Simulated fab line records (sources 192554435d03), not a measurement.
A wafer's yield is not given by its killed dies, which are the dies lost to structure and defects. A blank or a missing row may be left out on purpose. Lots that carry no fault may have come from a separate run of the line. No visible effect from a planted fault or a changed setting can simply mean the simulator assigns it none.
Matching of chambers	flow n5_finfet	4 sister chambers for N5_MOL_CONTACT_COAG_CONTACT_ETCH_14 on rie_diel-01
The step etches SiO2 in C4F6/O2, target depth 27.5 nm, overetch 8.5 nm, time 20 s. 8 wafers are shown with their chamber, then 7 later ones without.

## EACH WAFER AND ITS CHAMBER
wafer	chamber	throttle_valve_pct (%)	drypump_motor_current_A (A)
L085.1	3	20.89	5.4
L085.3	0	21.70	6.2
L085.5	2	21.02	5.3
L086.2	3	20.90	5.3
L086.3	2	21.00	5.3
L086.6	1	21.44	5.7
L092.1	1	21.45	5.6
L092.2	0	21.72	6.2

## WAFERS WITH NO CHAMBER GIVEN
wafer	throttle_valve_pct (%)	drypump_motor_current_A (A)
L092.4	20.91	5.3
L094.1	20.91	5.4
L094.5	21.73	6.2
L094.6	21.46	5.7
L096.1	21.75	6.2
L096.4	21.04	5.3
L096.5	20.92	5.3

## EACH ONE'S CHAMBER
wafer	from the rows above	in truth
L092.4	3	3
L094.1	3	3
L094.5	0	0
L094.6	1	1
L096.1	0	0
L096.4	2	2
L096.5	3	3
Correct placement for 7 of the 7. Number that these rows cannot place: 0. Number placed wrongly: 0.
How it was worked out, from the rows above alone: a wafer's distance from a chamber is the root of the sum, over the readings, of the square of ((its reading less the chamber's mean) divided by the reading's scatter). The wafer belongs to the nearest chamber; if the next one is less than 2 further off, it can't be placed. Each chamber's mean is taken over the wafers shown for it. How the scatter is found: for the shown wafers, subtract from each reading the mean of its chamber, square and add these, divide the total by (wafers less chambers), then take the root.
